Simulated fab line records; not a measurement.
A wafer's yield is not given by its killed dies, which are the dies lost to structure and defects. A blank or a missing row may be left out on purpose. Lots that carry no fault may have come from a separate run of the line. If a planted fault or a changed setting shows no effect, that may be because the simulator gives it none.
What tool caused it? | flow nandHarc | 39 wafers from 13 lots sampled at 5 of the route's 1302 steps

== WHAT THE GAUGES READ, wafer by wafer ==
NHARC_A_SGD_CUT_INSPECT_25.
lot  | measured     | on               | rawDefectCount
L385 | day 19 23:42 | defectInspect-01 | 470 489 438
L386 | day 19 23:43 | defectInspect-02 | 357 361 335
L391 | day 22 01:43 | defectInspect-02 | 355 407 444
L393 | day 23 10:18 | defectInspect-02 | 334 300 370
L400 | day 25 10:17 | defectInspect-01 | 339 477 416
L401 | day 25 22:43 | defectInspect-02 | 468 663 434
L402 | day 26 18:05 | defectInspect-02 | 297 354 365
L405 | day 27 13:02 | defectInspect-01 | 485 514 389
L403 | day 27 13:02 | defectInspect-02 | 334 479 352
L404 | day 27 13:02 | defectInspect-01 | 565 566 565
L407 | day 28 20:34 | defectInspect-02 | 267 295 328
L406 | day 28 20:34 | defectInspect-01 | 203 342 290
L408 | day 29 07:05 | defectInspect-02 | 371 401 361

NHARC_END_SORT_01.
lot  | measured     | on        | killedAtArray | killedAtOther | killedAtPeriphery | killedDies | killedOpen | killedShort
L391 | day 27 04:31 | prober-02 | 80 668 674    | 4 3 1         | 5 6 2             | 89 677 677 | 7 4 2      | 1 0 2
L393 | day 28 05:53 | prober-02 | 80 675 672    | 0 0 3         | 4 2 2             | 84 677 677 | 6 1 3      | 5 3 1

== EACH LOT AND THE TOOL THAT RAN IT (in order: tool; ch and the chambers of the sampled wafers; start) ==
lot  | NHARC_A_SLIT_DEP_00          | NHARC_A_SLIT_ETCH_15                         | NHARC_A_WL_FILL_ETCHBACK_04
L385 | aclDep-02 ch 0, day 20 03:37 | rieDiel-06 ch 0,1,2, day 20 22:03 or earlier | rieMetal-02 ch 0,1, day 20 22:03
L386 | aclDep-01 ch 0, day 20 05:04 | rieDiel-10 ch 0,2, day 20 22:41 or earlier   | rieMetal-03 ch 0,1, day 20 22:41
L391 | aclDep-03 ch 0, day 22 05:51 | rieDiel-03 ch 0,1, day 23 02:35 or earlier   | rieMetal-03 ch 0,1, day 23 02:35
L393 | aclDep-01 ch 0, day 23 11:08 | rieDiel-06 ch 0,2, day 24 08:29 or earlier   | rieMetal-03 ch 0,1, day 24 08:29
L400 | aclDep-01 ch 0, day 25 10:59 | rieDiel-10 ch 0,1,2, day 26 05:31 or earlier | rieMetal-01 ch 1, day 26 05:31
L401 | aclDep-01 ch 0, day 26 01:23 | rieDiel-03 ch 2,3, day 26 22:36 or earlier   | rieMetal-03 ch 0,1, day 26 22:36
L402 | aclDep-02 ch 0, day 26 19:55 | rieDiel-06 ch 0,2,3, day 27 14:41 or earlier | rieMetal-01 ch 0,1, day 27 14:41
L405 | aclDep-02 ch 0, day 27 14:22 | rieDiel-06 ch 0,1,2, day 28 08:37 or earlier | rieMetal-01 ch 0,1, day 28 08:37
L403 | aclDep-03 ch 0, day 27 13:44 | rieDiel-10 ch 0,1,3, day 28 08:37 or earlier | rieMetal-02 ch 0, day 28 08:37
L404 | aclDep-01 ch 0, day 27 15:13 | rieDiel-10 ch 0,1,2, day 28 12:26 or earlier | rieMetal-03 ch 0,1, day 28 12:26
L407 | aclDep-02 ch 0, day 28 21:37 | rieDiel-03 ch 0,2,3, day 29 15:48 or earlier | rieMetal-02 ch 1, day 29 15:48
L406 | aclDep-01 ch 0, day 29 00:18 | rieDiel-06 ch 0,2,3, day 29 19:37 or earlier | rieMetal-03 ch 0,1, day 29 19:37
L408 | aclDep-01 ch 0, day 29 10:02 | rieDiel-06 ch 0,1,2, day 30 04:16 or earlier | rieMetal-01 ch 0,1, day 30 04:16
- NHARC_A_SLIT_DEP_00: deposits aC, target thk 6200 nm.
- NHARC_A_SLIT_ETCH_15: etches the open film in O2/COS, target depth 6200 nm, time 1612 s.
- NHARC_A_WL_FILL_ETCHBACK_04: etches the open film in NF3, target depth 60 nm, time 120 s.

== AS READ BY THE TOOLS THEMSELVES (means over the sampled wafers that have a number; for cases with no such wafer, the mark the record gives instead) ==
NHARC_A_SLIT_DEP_00.
lot  | tool      | throttleValvePct (%)
L385 | aclDep-02 | 35.002
L386 | aclDep-01 | 34.997
L391 | aclDep-03 | 35.001
L393 | aclDep-01 | 35.002
L400 | aclDep-01 | 34.997
L401 | aclDep-01 | 34.996
L402 | aclDep-02 | 35.000
L405 | aclDep-02 | 35.001
L403 | aclDep-03 | 35.003
L404 | aclDep-01 | 34.996
L407 | aclDep-02 | 34.993
L406 | aclDep-01 | 35.008
L408 | aclDep-01 | 34.996

NHARC_A_SLIT_ETCH_15.
lot  | tool       | drypumpMotorCurrentA (A) | oesProductAu (a.u.) | rfVppV (V) | showerheadPlenumPTorr (Torr) | throttleValvePct (%)
L385 | rieDiel-06 | 5.6                      | 0.998               | 314.9      | 3.19                         | 28.330
L386 | rieDiel-10 | 5.9                      | 1.006               | 312.9      | 3.02                         | 28.330
L391 | rieDiel-03 | 5.8                      | 0.991               | 315.0      | 3.13                         | 28.327
L393 | rieDiel-06 | 5.5                      | 1.010               | 314.0      | 3.18                         | 28.320
L400 | rieDiel-10 | 6.0                      | 1.014               | 312.9      | 3.06                         | 28.327
L401 | rieDiel-03 | 5.7                      | 1.005               | 311.7      | 2.95                         | 28.331
L402 | rieDiel-06 | 5.5                      | 1.007               | 314.1      | 3.17                         | 28.332
L405 | rieDiel-06 | 5.6                      | 1.006               | 315.5      | 3.19                         | 28.326
L403 | rieDiel-10 | 6.1                      | 1.001               | 314.4      | 3.17                         | 28.331
L404 | rieDiel-10 | 6.0                      | 1.004               | 312.5      | 3.06                         | 28.318
L407 | rieDiel-03 | 5.6                      | 1.014               | 311.7      | 2.95                         | 28.333
L406 | rieDiel-06 | 5.5                      | 0.998               | 314.8      | 3.17                         | 28.333
L408 | rieDiel-06 | 5.6                      | 1.004               | 315.8      | 3.18                         | 28.329

NHARC_A_WL_FILL_ETCHBACK_04.
lot  | tool        | drypumpMotorCurrentA (A) | oesProductAu (a.u.) | runLengthS (s)
L385 | rieMetal-02 | 5.4                      | 1.006               | 141.5
L386 | rieMetal-03 | 5.7                      | 1.004               | 141.9
L391 | rieMetal-03 | 5.8                      | 0.989               | 110.2
L393 | rieMetal-03 | 5.8                      | 0.996               | 110.4
L400 | rieMetal-01 | 6.4                      | 0.994               | 141.1
L401 | rieMetal-03 | 5.8                      | 1.002               | 141.8
L402 | rieMetal-01 | 6.5                      | 0.987               | 141.1
L405 | rieMetal-01 | 6.5                      | 0.993               | 141.2
L403 | rieMetal-02 | 5.2                      | 1.006               | 141.7
L404 | rieMetal-03 | 5.7                      | 0.998               | 141.7
L407 | rieMetal-02 | 5.8                      | 1.001               | 141.2
L406 | rieMetal-03 | 5.8                      | 0.994               | 141.8
L408 | rieMetal-01 | 6.6                      | 0.984               | 141.4

== THE ANSWER, worked out from the rows above alone ==
Rule: the usual values come from the lots themselves. Put in order of their means at a reading, lots are off if they are a third of the lots or fewer, leave a main group of 4 or more, and stand apart from it by a gap of 3 or more times the standard deviation of the main group's means; of several such gaps the widest counts. A main group whose means are all the same, to the digits that the tables above print for the reading, isn't used. A lot without any number at a reading at which 4 lots or more have one is off too. Where the step has rows for the other lots, those lots are counted as sound. After the gauges, taken in route order, come the tools' own readings; for these a lot's mean is taken, as printed above. At the first step where some lot is off, the reading lying furthest off is the one used; lots without a number count as furthest.
Off: L391, L393, at NHARC_A_WL_FILL_ETCHBACK_04 (runLengthS). Main group: mean 141.5 s, sd 0.29.
A tool fits if, at that step or a process step before it, it ran every lot that is off, and no sound lot after the first of them. With no start given for some of its lots, NHARC_A_SLIT_ETCH_15 uses the hours and lot order of NHARC_A_WL_FILL_ETCHBACK_04. No candidate that was tried fits.

== WHAT THE SIMULATOR HAD INSERTED ==
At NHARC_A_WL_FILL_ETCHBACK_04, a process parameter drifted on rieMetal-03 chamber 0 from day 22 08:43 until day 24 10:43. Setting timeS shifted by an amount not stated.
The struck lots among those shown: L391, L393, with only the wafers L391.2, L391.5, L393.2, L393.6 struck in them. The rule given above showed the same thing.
